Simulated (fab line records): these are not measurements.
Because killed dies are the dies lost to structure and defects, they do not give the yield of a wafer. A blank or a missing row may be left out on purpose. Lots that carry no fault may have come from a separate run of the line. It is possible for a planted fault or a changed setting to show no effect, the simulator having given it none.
Split-lot experiment / flow n5_finfet / on a route of 1938 steps: 7 lots, 21 wafers read

SPLIT DETAILS
At N5_SD_EPI_N_ETCH_45 (etches SiOCN in CH3F/O2, target depth 6 nm), the setting target_depth_a was moved away from the recipe's 60 angstrom on 4 of the 21 wafers read, by -8.8% to -5.0%. All remaining wafers had this setting at the recipe value.

The reading is taken at the split's own step.

THE READING
etch.depth_nm (the simulator's own value, which no gauge read), in nm, at N5_SD_EPI_N_ETCH_45 (etches SiOCN in CH3F/O2, target depth 6 nm). The file gives no usual value for it. Here, 17 wafers ran the recipe; their average is 6.009 nm with a standard deviation of 0.1 nm.

wafer=L078.1; tool, chamber at the split=rie_diel-05, 1; target_depth_a as run, angstrom=60; against the recipe=recipe; etch.depth_nm, nm=6.148; against lot-mates on the recipe=-
wafer=L078.2; tool, chamber at the split=rie_diel-05, 2; target_depth_a as run, angstrom=60; against the recipe=recipe; etch.depth_nm, nm=6.027; against lot-mates on the recipe=-
wafer=L078.5; tool, chamber at the split=rie_diel-05, 2; target_depth_a as run, angstrom=60; against the recipe=recipe; etch.depth_nm, nm=6.049; against lot-mates on the recipe=-
wafer=L083.1; tool, chamber at the split=rie_diel-05, 2; target_depth_a as run, angstrom=60; against the recipe=recipe; etch.depth_nm, nm=5.955; against lot-mates on the recipe=-
wafer=L083.4; tool, chamber at the split=rie_diel-05, 1; target_depth_a as run, angstrom=60; against the recipe=recipe; etch.depth_nm, nm=6.043; against lot-mates on the recipe=-
wafer=L083.6; tool, chamber at the split=rie_diel-05, 2; target_depth_a as run, angstrom=60; against the recipe=recipe; etch.depth_nm, nm=5.926; against lot-mates on the recipe=-
wafer=L084.1; tool, chamber at the split=rie_diel-05, 0; target_depth_a as run, angstrom=60; against the recipe=recipe; etch.depth_nm, nm=6.259; against lot-mates on the recipe=-
wafer=L084.3; tool, chamber at the split=rie_diel-05, 1; target_depth_a as run, angstrom=60; against the recipe=recipe; etch.depth_nm, nm=6.097; against lot-mates on the recipe=-
wafer=L084.6; tool, chamber at the split=rie_diel-05, 3; target_depth_a as run, angstrom=60; against the recipe=recipe; etch.depth_nm, nm=6.019; against lot-mates on the recipe=-
wafer=L085.4; tool, chamber at the split=rie_diel-02, 1; target_depth_a as run, angstrom=60; against the recipe=recipe; etch.depth_nm, nm=5.921; against lot-mates on the recipe=-
wafer=L085.5; tool, chamber at the split=rie_diel-02, 1; target_depth_a as run, angstrom=56.46; against the recipe=-5.9%; etch.depth_nm, nm=5.577; against lot-mates on the recipe=-0.337
wafer=L085.6; tool, chamber at the split=rie_diel-02, 2; target_depth_a as run, angstrom=60; against the recipe=recipe; etch.depth_nm, nm=5.907; against lot-mates on the recipe=-
wafer=L093.1; tool, chamber at the split=rie_diel-06, 0; target_depth_a as run, angstrom=54.73; against the recipe=-8.8%; etch.depth_nm, nm=5.327; against lot-mates on the recipe=-0.584
wafer=L093.4; tool, chamber at the split=rie_diel-06, 2; target_depth_a as run, angstrom=54.73; against the recipe=-8.8%; etch.depth_nm, nm=5.356; against lot-mates on the recipe=-0.555
wafer=L093.5; tool, chamber at the split=rie_diel-06, 2; target_depth_a as run, angstrom=60; against the recipe=recipe; etch.depth_nm, nm=5.911; against lot-mates on the recipe=-
wafer=L094.1; tool, chamber at the split=rie_diel-06, 2; target_depth_a as run, angstrom=60; against the recipe=recipe; etch.depth_nm, nm=5.832; against lot-mates on the recipe=-
wafer=L094.2; tool, chamber at the split=rie_diel-06, 1; target_depth_a as run, angstrom=60; against the recipe=recipe; etch.depth_nm, nm=5.988; against lot-mates on the recipe=-
wafer=L094.3; tool, chamber at the split=rie_diel-06, 0; target_depth_a as run, angstrom=56.99; against the recipe=-5.0%; etch.depth_nm, nm=5.57; against lot-mates on the recipe=-0.340
wafer=L097.2; tool, chamber at the split=rie_diel-05, 0; target_depth_a as run, angstrom=60; against the recipe=recipe; etch.depth_nm, nm=6.112; against lot-mates on the recipe=-
wafer=L097.3; tool, chamber at the split=rie_diel-05, 1; target_depth_a as run, angstrom=60; against the recipe=recipe; etch.depth_nm, nm=6.031; against lot-mates on the recipe=-
wafer=L097.4; tool, chamber at the split=rie_diel-05, 2; target_depth_a as run, angstrom=60; against the recipe=recipe; etch.depth_nm, nm=5.93; against lot-mates on the recipe=-

FIT RESULTS
A straight line over all 21 wafers: etch.depth_nm changes by +0.0768 nm for each +1% of target_depth_a; r = +0.92; the points scatter about the line by 0.098 nm.
The same after taking each lot's own level away (the mean of its wafers on the recipe; 21 wafers): +0.064 nm for each +1%; r = +0.95; scatter 0.064 nm.
That fit puts the effect of the largest move of target_depth_a on the reading at 0.56 nm.
From 5.9100 to 6.1250 nm: that is the span of the lots' own levels, equal to 2.1 times the standard deviation above.
In other words, the slope is changed by the lot-to-lot level; the two fits disagree.
Check: -0.549 nm against its lot-mates is what the line predicts for one of the wafers moved furthest among these (-8.8%) when that wafer is left out of the fit. Against them it came out at -0.584 nm.

FURTHER SPLITS ON THESE WAFERS
Other splits were also applied to these wafers ahead of the reading. Each is held against what the fit with the lots' levels taken away leaves over:
other split on the same wafers=N5_WELL_APT_COAT_02 spin_rpm; wafers away from the commonest value=8; r with etch.depth_nm (lot level and that fit taken away)=+0.24
other split on the same wafers=N5_WELL_APT_EXPOSE_05 dose_mj; wafers away from the commonest value=6; r with etch.depth_nm (lot level and that fit taken away)=-0.03
other split on the same wafers=N5_WELL_APT_DESCUM_13 time_s; wafers away from the commonest value=6; r with etch.depth_nm (lot level and that fit taken away)=-0.23
other split on the same wafers=N5_FIN_SAQP_PECVD_06 time_s; wafers away from the commonest value=9; r with etch.depth_nm (lot level and that fit taken away)=-0.11
other split on the same wafers=N5_FIN_SAQP_EXPOSE_13 dose_mj; wafers away from the commonest value=5; r with etch.depth_nm (lot level and that fit taken away)=+0.24
other split on the same wafers=N5_FIN_CUT_COAT_19 spin_rpm; wafers away from the commonest value=5; r with etch.depth_nm (lot level and that fit taken away)=-0.02
other split on the same wafers=N5_SD_EPI_N_COAT_33 spin_rpm; wafers away from the commonest value=5; r with etch.depth_nm (lot level and that fit taken away)=-0.34
other split on the same wafers=N5_SD_EPI_N_DESCUM_14 time_s; wafers away from the commonest value=6; r with etch.depth_nm (lot level and that fit taken away)=-0.24

FILE'S OWN FIT
etch.depth_nm changes by +0.0634 nm for each +1% of target_depth_a, r = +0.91.
